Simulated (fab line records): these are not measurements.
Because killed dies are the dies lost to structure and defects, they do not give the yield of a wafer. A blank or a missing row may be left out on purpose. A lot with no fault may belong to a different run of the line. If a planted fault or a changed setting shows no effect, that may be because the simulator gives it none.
Matching of chambers -- flow n5-finfet -- N5_BEOL_M5_CURE_80 on uv-cure-03: 3 sister chambers
The step cures SiCOH lowk, time 120 s. 3 wafers are shown with their chamber, then 8 later ones without.

== EACH WAFER AND ITS CHAMBER ==
wafer,chamber,wafer_temp_C_max
L088.4,0,371.2
L089.6,1,371.2
L091.4,2,372.6

== WAFERS WITHOUT THEIR CHAMBER ==
wafer,wafer_temp_C_max
L091.5,373.0
L091.6,373.6
L093.1,372.7
L093.2,372.0
L093.5,372.7
L094.1,371.4
L094.3,371.7
L094.5,371.3

== THE CHAMBER EACH PASSED THROUGH ==
wafer,from the rows above,in truth
L091.5,2,2
L091.6,2,2
L093.1,2,2
L093.2,can't be placed: 2 or 0 or 1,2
L093.5,2,2
L094.1,can't be placed: 0 or 1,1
L094.3,can't be placed: 0 or 1 or 2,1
L094.5,can't be placed: 0 or 1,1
4 of 8 placed correctly. These rows do not allow placing 4 (true chamber among the candidates in 4). Wrongly placed: 0.
How it was worked out, from the rows above alone: a wafer's distance from a chamber is the root of the sum, over the readings, of the square of ((its reading less the chamber's mean) divided by the reading's scatter). If the next closest chamber is less than 2 further off than the closest, the wafer can't be placed; otherwise it belongs to the closest. Each chamber's mean is taken over the wafers shown for it. The scatter: with one shown wafer a chamber, the root of the mean of the squares of how far each hidden wafer lies from its nearest shown one.
